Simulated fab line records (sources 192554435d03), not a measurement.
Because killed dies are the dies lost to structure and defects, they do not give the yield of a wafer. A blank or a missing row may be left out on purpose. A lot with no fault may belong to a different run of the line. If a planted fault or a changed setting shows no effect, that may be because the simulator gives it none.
fab line records	flow n5-finfet
record lots=10	wafers=30	last-day=19
route steps=1938 shown MIM_BOT_LITHO@1862 MIM_BOT_ETCH@1868 PASS1_CAP@1874 TV_LITHO@1885 TV_OPEN@1888 PASSIVATION@1936
lots that met no fault: taken from a fault-free run of the same line
start-h: hours from the record's first day to the start of the lot's first wafer shown	wait-h: time in hours since the lot's previous step	" identical to the entry in the row above	L1.1+2: several wafers, shown together as one row	- value missing, or start not given	* or withheld: withheld	< > ~ a bound
route shown NAME@n: NAME is a module with steps in the file, n the number in the route of the first one	usual: average and standard deviation across the fault-free wafers	same: alike in all rows	chamber/n: place in a boat	sites: readings site by site	_std_site: the values' standard deviation	_edge_site: mean of outer sites minus mean of inner sites	radius-mm: how far each site lies from the wafer's centre	mask NAME#n: copy n	behind: the tool/chamber that last shaped the wafer	hold: the reason the lot was held/the length of the hold in hours/how it ended	device: names the non-switching transistor (n, p or np)	end of line: at the end of the route, the tests of the same wafers	a step with no rows: only its recipe	killed: the dies lost at the first sort to structure and to defects; this is not the yield of the wafer	map: dies across one wafer; x = killed, . = not, _ = none there
set.NAME: the setting as run; set.NAME@STEP: as run at that earlier step	model.NAME: the simulator's own value behind a step, which no gauge read
one table for each step of the route and one row for each wafer, over a sample of lots
services: a tool's chamber out of use, with start hour (start-h, from the record's first day; less than 0 if before it), hours out, and reason
## steps
# step N5_MIM_BOT_LITHO_CD_MEAS_08
# recipe target-cd-nm=3000	landing-energy-ev=500	detector=se-inlens	polarity=opening
# usual cd-nm=3000.1/2
# same landing-energy-ev=500
lot.wafer	tool	chamber	start-h	wait-h	cd-nm
L260.1	cd-sem-02	0	288.62	-	3001.3
L260.4	"	0	"	"	2999.4
L260.6	"	0	"	"	3000.1
L261.2	cd-sem-02	0	295.14	-	2995.3
L261.3	"	0	"	"	2995.4
L261.4	"	0	"	"	2996.9
L263.3	cd-sem-02	0	305.80	-	3000.9
L263.4	"	0	"	"	2998.8
L263.6	"	0	"	"	2996.8
L262.3	cd-sem-02	0	308.31	-	2997.0
L262.4	"	0	"	"	2998.8
L262.6	"	0	"	"	2995.8
L268.1	cd-sem-03	0	347.81	-	2999.0
L268.2	"	0	"	"	2999.4
L268.5	"	0	"	"	2997.4
L269.1	cd-sem-03	0	352.50	-	3000.2
L269.4	"	0	"	"	2997.0
L269.5	"	0	"	"	2999.9
L271.1	cd-sem-03	0	356.15	-	3002.7
L271.5	"	0	"	"	2999.7
L271.6	"	0	"	"	3002.1
L276.1	cd-sem-02	0	407.35	-	3001.1
L276.3	"	0	"	"	3003.9
L276.6	"	0	"	"	3000.8
L278.1	cd-sem-03	0	417.93	-	2999.4
L278.3	"	0	"	"	2999.6
L278.6	"	0	"	"	3001.6
L277.1	cd-sem-02	0	437.35	-	2997.3
L277.3	"	0	"	"	3000.1
L277.4	"	0	"	"	3000.5
# step N5_MIM_BOT_ETCH_ETCH_00
# recipe chemistry=Cl2/BCl3	target=TiN	target-depth-a=455	ion-energy-ev=150	pressure-mtorr=10	icp-w=1000	bias-w=126	Cl2_flow_sccm=53.25	bcl3-flow-sccm=21.75	Ar_flow_sccm=25
# usual drypump-motor-current-A=5.6/0.37	mfc-cl2-sccm=53.27/0.14	oes-product-au=0.83/0.1	throttle-valve-pct=22.13/0.13
lot.wafer	tool	chamber	start-h	wait-h	drypump-motor-current-A	mfc-cl2-sccm	oes-product-au	rf-hours-counter-h	throttle-valve-pct
L260.1	rie-metal-02	1	288.96	0.1	5.7	53.11	0.89	9	22.12
L260.4	"	0	"	"	5.4	53.26	0.63	-	22.01
L260.6	"	1	"	"	5.7	53.14	0.88	-	22.11
L261.2	rie-metal-02	0	295.47	0.1	5.4	53.30	0.63	108	22.03
L261.3	"	0	"	"	5.4	53.38	0.63	-	22.01
L261.4	"	1	"	"	5.7	53.28	0.88	-	22.14
L263.3	rie-metal-01	0	306.17	0.1	6.1	53.06	0.88	-	22.25
L263.4	"	1	"	"	5.1	53.20	0.85	-	22.23
L263.6	"	0	"	"	6.1	52.77	0.89	-	22.25
L262.3	rie-metal-01	1	308.72	0.1	5.1	53.61	0.85	-	22.24
L262.4	"	0	"	"	6.1	53.30	0.88	-	22.26
L262.6	"	1	"	"	5.1	53.27	0.85	-	22.26
L268.1	rie-metal-01	1	348.14	0.1	5.1	53.31	0.84	27	22.25
L268.2	"	0	"	"	6.1	53.18	0.87	22	22.24
L268.5	"	1	"	"	5.1	53.22	0.84	-	22.22
L269.1	rie-metal-01	1	353.09	0.1	5.1	53.25	0.84	27	22.25
L269.4	"	0	"	"	6.1	53.21	0.87	-	22.24
L269.5	"	0	"	"	6.0	53.27	0.87	-	22.25
L271.1	rie-metal-02	1	356.57	0.1	5.7	53.15	0.84	18	22.15
L271.5	"	1	"	"	5.7	53.43	0.84	-	22.14
L271.6	"	1	"	"	5.7	53.27	0.85	-	22.13
L276.1	rie-metal-03	1	407.71	0.1	5.3	53.23	0.90	10	21.78
L276.3	"	0	"	"	6.1	53.41	0.92	-	22.09
L276.6	"	0	"	"	6.1	53.07	0.93	-	22.09
L278.1	rie-metal-02	0	418.39	0.1	5.4	53.36	0.93	5	21.89
L278.3	"	0	"	"	5.4	53.46	0.93	-	21.91
L278.6	"	1	"	"	5.7	53.42	0.82	-	22.14
L277.1	rie-metal-01	1	437.68	0.1	5.1	53.32	0.81	35	22.26
L277.3	"	0	"	"	6.0	53.10	0.84	-	22.26
L277.4	"	1	"	"	5.1	53.43	0.82	-	22.26
# step N5_PASSIVATION_PECVD_01
# recipe material=SiNx	target-thk-a=2000	temp-c=400	precursor=SiH4/NH3/N2	pressure-torr=4.9	rf-w=1406	time-s=43.2
# usual heater-power-outer-w=158/58	heater-power-w=368/77	showerhead-plenum-p-Torr=8.66/0.075	throttle-valve-pct=28.4/1.5
lot.wafer	tool	chamber	start-h	wait-h	heater-power-outer-w	heater-power-w	showerhead-plenum-p-Torr	throttle-valve-pct
L260.1	pecvd-04	1	289.63	0.0	241	511	8.69	27.9
L260.4	"	1	"	"	255	507	8.68	28.0
L260.6	"	0	"	"	119	395	8.70	29.3
L261.2	pecvd-01	2	296.17	0.0	167	327	8.58	26.7
L261.3	"	1	"	"	46	268	8.66	29.6
L261.4	"	1	"	"	55	271	8.65	29.6
L263.3	pecvd-04	0	306.81	0.0	181	479	8.69	29.5
L263.4	"	0	"	"	190	484	8.67	29.1
L263.6	"	2	"	"	195	400	8.66	27.4
L262.3	pecvd-03	2	309.36	0.0	127	329	8.58	26.0
L262.4	"	0	"	"	171	364	8.64	30.5
L262.6	"	1	"	"	121	384	8.67	28.3
L268.1	pecvd-01	2	348.82	0.0	136	275	8.58	26.7
L268.2	"	0	"	"	194	372	8.81	30.0
L268.5	"	2	"	"	140	292	8.58	26.8
L269.1	pecvd-01	1	353.77	0.0	76	307	8.66	29.8
L269.4	"	0	"	"	188	369	8.79	30.3
L269.5	"	2	"	"	154	306	8.58	26.6
L271.1	pecvd-01	2	357.43	0.0	184	347	8.57	26.7
L271.5	"	2	"	"	191	349	8.58	26.7
L271.6	"	1	"	"	95	322	8.66	29.3
L276.1	pecvd-01	0	408.40	0.0	205	394	8.83	30.3
L276.3	"	0	"	"	215	391	8.80	30.2
L276.6	"	2	"	"	155	319	8.57	27.1
L278.1	pecvd-03	0	419.28	0.0	197	405	8.65	31.3
L278.3	"	1	"	"	75	328	8.66	28.3
L278.6	"	0	"	"	198	410	8.67	31.4
L277.1	pecvd-04	0	438.45	0.0	139	419	8.68	29.1
L277.3	"	2	"	"	112	279	8.64	28.3
L277.4	"	1	"	"	277	529	8.70	27.9
# step N5_PASSIVATION_INSPECT_61
# recipe mode=adi	inspect-instrument=macro
# usual raw-defect-count=2.2/1.4
lot.wafer	tool	chamber	start-h	wait-h	raw-defect-count
L260.1	defect-inspect-02	-	292.42	0.0	2
L260.4	"	-	"	"	1
L260.6	"	-	"	"	5
L261.2	defect-inspect-01	-	296.61	0.0	1
L261.3	"	-	"	"	3
L261.4	"	-	"	"	2
L263.3	defect-inspect-02	-	307.49	0.0	4
L263.4	"	-	"	"	5
L263.6	"	-	"	"	2
L262.3	defect-inspect-01	-	310.50	0.0	3
L262.4	"	-	"	"	1
L262.6	"	-	"	"	2
L268.1	defect-inspect-01	-	350.10	0.0	0
L268.2	"	-	"	"	>300
L268.5	"	-	"	"	1
L269.1	defect-inspect-01	-	357.49	0.0	2
L269.4	"	-	"	"	>300
L269.5	"	-	"	"	>300
L271.1	defect-inspect-02	-	359.11	0.0	1
L271.5	"	-	"	"	0
L271.6	"	-	"	"	1
L276.1	defect-inspect-02	-	408.84	0.0	3
L276.3	"	-	"	"	4
L276.6	"	-	"	"	0
L278.1	defect-inspect-01	-	419.82	0.0	3
L278.3	"	-	"	"	2
L278.6	"	-	"	"	2
L277.1	defect-inspect-02	-	443.43	0.0	4
L277.3	"	-	"	"	2
L277.4	"	-	"	"	2
# step N5_PASSIVATION_VIA_ETCH_13
# recipe chemistry=CHF3/O2	target=SiO2	target-depth-a=6600	CHF3_flow_sccm=50	O2_flow_sccm=5	Ar_flow_sccm=200	time-s=330	mask-material=PR	pressure-mtorr=30	source-w=650	bias-w=170	ion-energy-ev=200	ends=cleared
# usual O2_flow_sccm=5.000/0.015	drypump-motor-current-A=5.5/0.41	etch-rf-on-time-s=237/6	oes-product-au=0.69/0.063	rf-vpp-V=527/13	showerhead-plenum-p-Torr=2.42/0.082	throttle-valve-pct=19.06/0.12
lot.wafer	tool	chamber	start-h	wait-h	O2_flow_sccm	drypump-motor-current-A	etch-rf-on-time-s	oes-product-au	rf-hours-counter-h	rf-vpp-V	showerhead-plenum-p-Torr	throttle-valve-pct
L260.1	rie-diel-05	1	292.61	0.0	5.029	6.2	229	0.70	118	529	2.41	18.97
L260.4	"	3	"	"	4.973	5.4	236	0.65	205	526	2.32	19.02
L260.6	"	0	"	"	4.983	4.9	231	0.82	-	537	2.47	19.14
L261.2	rie-diel-02	0	296.80	0.0	5.003	5.6	235	0.68	138	518	2.43	19.10
L261.3	"	2	"	"	5.016	5.7	229	0.66	187	547	2.49	18.96
L261.4	"	2	"	"	5.024	5.8	232	0.66	-	548	2.50	18.97
L263.3	rie-diel-05	0	307.69	0.0	4.996	5.0	235	0.80	29	536	2.46	19.15
L263.4	"	2	"	"	5.007	5.6	244	0.64	194	499	2.28	19.11
L263.6	"	2	"	"	5.023	5.7	242	0.64	-	500	2.28	19.10
L262.3	rie-diel-05	2	310.74	0.0	4.992	5.6	240	0.64	195	499	2.28	19.09
L262.4	"	3	"	"	5.004	5.3	238	0.65	211	526	2.32	19.05
L262.6	"	2	"	"	5.017	5.6	239	0.64	-	500	2.28	19.11
L268.1	rie-diel-05	3	350.42	0.0	5.016	5.4	235	0.64	223	526	2.31	19.06
L268.2	"	2	"	"	5.019	5.7	247	0.64	207	499	2.28	19.11
L268.5	"	3	"	"	5.001	5.4	245	0.64	-	526	2.31	19.07
L269.1	rie-diel-04	1	358.22	0.0	5.007	5.0	250	0.63	194	534	2.49	19.03
L269.4	"	3	"	"	4.988	5.4	244	0.81	19	532	2.35	18.86
L269.5	"	1	"	"	5.008	5.0	253	0.63	-	536	2.49	19.02
L271.1	rie-diel-05	2	359.37	0.0	5.027	5.7	239	0.64	209	499	2.27	19.13
L271.5	"	0	"	"	5.028	5.0	239	0.78	-	537	2.46	19.18
L271.6	"	1	"	"	4.988	6.2	240	0.68	-	527	2.41	19.01
L276.1	rie-diel-05	3	409.39	0.0	4.979	5.4	241	0.63	240	526	2.30	19.08
L276.3	"	1	"	"	5.010	6.2	242	0.67	152	528	2.40	19.03
L276.6	"	1	"	"	5.016	6.2	243	0.66	-	529	2.40	19.04
L278.1	rie-diel-02	2	420.17	0.0	4.981	5.7	226	0.64	225	546	2.48	19.03
L278.3	"	3	"	"	4.987	5.7	225	0.76	78	516	2.56	18.97
L278.6	"	1	"	"	4.985	6.1	235	0.72	-	525	2.43	19.33
L277.1	rie-diel-05	0	443.63	0.0	5.010	5.0	228	0.76	66	536	2.45	19.22
L277.3	"	2	"	"	5.002	5.6	232	0.62	237	499	2.26	19.16
L277.4	"	0	"	"	5.002	5.0	230	0.77	-	536	2.45	19.19
# step N5_PASSIVATION_PROBE_49
# usual defect-limited-yield=91.0/1.3	killed_at_M0_to_M3=33/10	killed_at_M4_up=14/5.6	killed-at-contacts=12/5.8	killed-at-front-end=43/11	killed-at-other=4.1/2.8	killed-dies=106/15	killed-open=70/12	killed-short=34/7.5	sort_bin_5_function=5.3/0.88	sort_bin_6_memory=3.3/0.64	sort_bin_8_speed=0.00/0.016	sort-n-pass=1074/15	sort-yield-pct=91.0/1.3
# same gross-dies=1180	killed-at-back-side=0	sort_bin_4_leakage[%]=0
lot.wafer	tool	chamber	start-h	wait-h	defect-limited-yield[%]	killed_at_M0_to_M3	killed_at_M4_up	killed-at-contacts	killed-at-front-end	killed-at-other	killed-dies	killed-open	killed-short	sort_bin_5_function[%]	sort_bin_6_memory[%]	sort_bin_8_speed[%]	sort-n-pass	sort-yield-pct[%]
L268.1	prober-02	-	357.25	0.0	92.3	31	18	4	36	2	91	59	26	4.5	3.1	0	1089	92.3
L268.2	prober-02	-	357.30	0.1	78.8	39	15	5	39	152	250	65	33	13.0	5.1	0	930	78.8
L268.5	prober-02	-	357.45	0.2	91.9	35	16	7	33	5	96	59	37	5.5	2.2	0	1084	91.9
L269.1	prober-01	-	364.86	0.0	92.8	28	11	17	25	4	85	55	29	4.3	2.6	0	1095	92.8
L269.4	prober-01	-	365.01	0.2	80.8	22	7	6	30	162	227	46	22	11.3	3.6	0.08	952	80.7
L269.5	prober-01	-	365.06	0.2	81.6	22	7	9	25	154	217	49	25	10.7	3.7	0	963	81.6
# killed by level:class
L268.1 BEOL_M4:geometric-particle:open=11 STI_FIN_REVEAL:geometric-particle:open=8 BEOL_M0_SAQP:geometric-particle:short=8 BEOL_M0_SAQP:geometric-particle:open=6 BEOL_M2:geometric-particle:open=5 FIN_SAQP:geometric-particle:short=4 MOL_CONTACT_COAG:geometric-particle:open=4 BEOL_M3:geometric-particle:open=4
L268.2 MIM_BOT_ETCH:unspecified=149 BEOL_M3:geometric-particle:open=11 BEOL_M4:geometric-particle:open=10 FIN_SAQP:geometric-particle:short=9 STI_FIN_REVEAL:geometric-particle:open=9 BEOL_M0_SAQP:geometric-particle:short=6 BEOL_M0_SAQP:geometric-particle:open=6 BEOL_M1:geometric-particle:open=6
L268.5 BEOL_M4:geometric-particle:open=12 BEOL_M0_SAQP:geometric-particle:short=11 STI_FIN_REVEAL:geometric-particle:open=10 BEOL_M0_SAQP:geometric-particle:open=10 MOL_CONTACT_COAG:geometric-particle:open=5 STI_FIN_REVEAL:geometric-particle:short=4 BEOL_M2:geometric-particle:open=4 STARTING-WAFER:geometric-particle:short=4
L269.1 MOL_CONTACT_COAG:geometric-particle:open=14 BEOL_M0_SAQP:geometric-particle:short=9 FIN_SAQP:geometric-particle:open=7 FIN_SAQP:geometric-particle:short=6 BEOL_M1:geometric-particle:open=6 BEOL_M4:geometric-particle:open=6 BEOL_M0_SAQP:geometric-particle:open=5 MOL_CONTACT_COAG:geometric-particle:short=3
L269.4 MIM_BOT_ETCH:unspecified=157 BEOL_M0_SAQP:geometric-particle:open=8 FIN_SAQP:geometric-particle:open=7 BEOL_M0_SAQP:geometric-particle:short=6 ILD0:geometric-particle:open=4 MOL_CONTACT_COAG:geometric-particle:open=4 BEOL_M2:geometric-particle:open=4 FIN_SAQP:geometric-particle:short=3
L269.5 MIM_BOT_ETCH:unspecified=143 MOL_CONTACT_COAG:geometric-particle:open=9 BEOL_M0_SAQP:geometric-particle:short=8 FIN_SAQP:geometric-particle:open=6 FIN_SAQP:geometric-particle:short=6 STI_FIN_REVEAL:geometric-particle:open=6 BEOL_M1:geometric-particle:open=5 PASS1_DEP:geometric-particle:open=4
## services
tool	chamber	start-h	hours	kind
rie-metal-03	-	270.28	0.5	repair
pecvd-04	-	285.39	1.9	repair
pecvd-01	-	286.63	6.0	pm
rie-diel-02	3	294.20	9.6	repair
rie-metal-01	-	314.71	0.2	repair
rie-diel-04	3	330.35	22.4	repair
pecvd-03	2	336.06	4.2	repair
rie-metal-02	0	339.97	3.3	repair
pecvd-01	0	355.42	16.5	scheduled-down
pecvd-03	0	363.33	5.6	repair
rie-diel-02	0	375.55	2.3	repair
pecvd-01	1	383.62	-	clean
pecvd-01	1	383.62	-	consumable-replace:showerhead
pecvd-01	1	383.62	29.0	scheduled-down
pecvd-01	1	383.62	29.0	vent-cycle
rie-metal-03	1	392.19	7.0	repair
rie-diel-05	2	392.86	3.8	repair
rie-metal-03	-	395.65	0.4	repair
pecvd-04	-	413.67	14.6	pm
rie-diel-05	0	415.19	13.2	repair
pecvd-03	1	428.24	12.0	repair
rie-diel-05	3	435.89	-	clean
rie-diel-05	3	435.89	-	consumable-replace:focus-ring
rie-diel-05	3	435.89	-	consumable-replace:showerhead
## key
first-sign step=N5_PASSIVATION_INSPECT_61	reading=raw-defect-count	direction=up	sigmas=99+	usual=2.2	struck=>300
effect step=N5_PASSIVATION_PROBE_49	reading=killed-at-other	direction=up	sigmas=53	usual=4.1	struck=156
more-kills-born-at N5_MIM_BOT_ETCH_ETCH_00@rie-metal-01=449
met-at N5_MIM_BOT_ETCH_ETCH_00
struck-lots L268,L269
struck-wafers L268.2,L269.4,L269.5
not-acting-at N5_MIM_BOT_LITHO_CD_MEAS_08,N5_PASSIVATION_PECVD_01,N5_PASSIVATION_VIA_ETCH_13
onset-between 308.72 348.14
fault kind=chamber-particle-source	tool=rie-metal-01	chamber=0	onset-h=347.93	steps=N5_MIM_BOT_ETCH_ETCH_00	rate-per-visit-cm2=1.7104	end-h=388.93
